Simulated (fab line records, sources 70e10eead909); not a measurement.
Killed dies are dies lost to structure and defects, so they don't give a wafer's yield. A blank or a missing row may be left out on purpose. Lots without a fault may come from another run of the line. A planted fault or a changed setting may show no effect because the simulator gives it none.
One fault seen from 2 desks | flow nand_harc | each desk has only its own numbers; what lay behind them comes last

THE TOOL OWNER'S DESK: ald_hk-04
The tool's own readings at NHARC_A_CHANNEL_FILL_D2_ALD_14 (deposits SiO2, target thk 2.5 nm, pulse time 10 s, ald cycles 25): means of the sampled wafers that have a number, for each lot that ran on this tool. A lot is out of limits, marked OUT, if its mean lies more than 4 standard deviations from the usual mean; the brackets give that distance.
Columns: A = heater_power_w at NHARC_A_CHANNEL_FILL_D2_ALD_14, usual 483 W; B = precursor_pulse_height_rel at NHARC_A_CHANNEL_FILL_D2_ALD_14, usual 0.999
lot  | first seen here | A   | B
L327 | day 16 11:00    | 519 | 0.991
L331 | day 17 13:01    | 518 | 0.987
L332 | day 18 07:25    | 494 | 0.975
L337 | day 20 15:58    | 512 | 1.012
L338 | day 21 10:35    | 536 | 0.996
This desk's finding: nothing out of limits on any of the 5 lots.

THE METROLOGY DESK
What the gauges read, lot by lot, whatever tool the lot ran on: means of the sampled wafers that have a number. A lot is out of limits, marked OUT, if its mean lies more than 4 standard deviations from the usual mean; the brackets give that distance.
Columns: A = thk_nm at NHARC_A_DECK1_JOINT_THK_MEAS_14, usual 51.7 nm
lot  | first seen here | A
L321 | day 11 09:19    | 51.0
L324 | day 12 19:37    | 51.9
L327 | day 14 04:04    | 52.6
L328 | day 14 04:04    | 50.5
L329 | day 14 15:20    | 51.0
L331 | day 15 02:28    | 50.8
L330 | day 15 02:28    | 51.7
L332 | day 15 20:07    | 51.9
L337 | day 17 23:38    | 51.7
L338 | day 18 22:36    | 52.6
L340 | day 19 13:58    | 50.1
L341 | day 20 03:34    | 51.2
L343 | day 20 03:42    | 52.4
This desk's finding: nothing out of limits on any of the 13 lots.

PUT TOGETHER
The tool owner's desk saw nothing out of limits.
The metrology desk saw nothing out of limits.

WHAT THE SIMULATOR HAD PUT IN
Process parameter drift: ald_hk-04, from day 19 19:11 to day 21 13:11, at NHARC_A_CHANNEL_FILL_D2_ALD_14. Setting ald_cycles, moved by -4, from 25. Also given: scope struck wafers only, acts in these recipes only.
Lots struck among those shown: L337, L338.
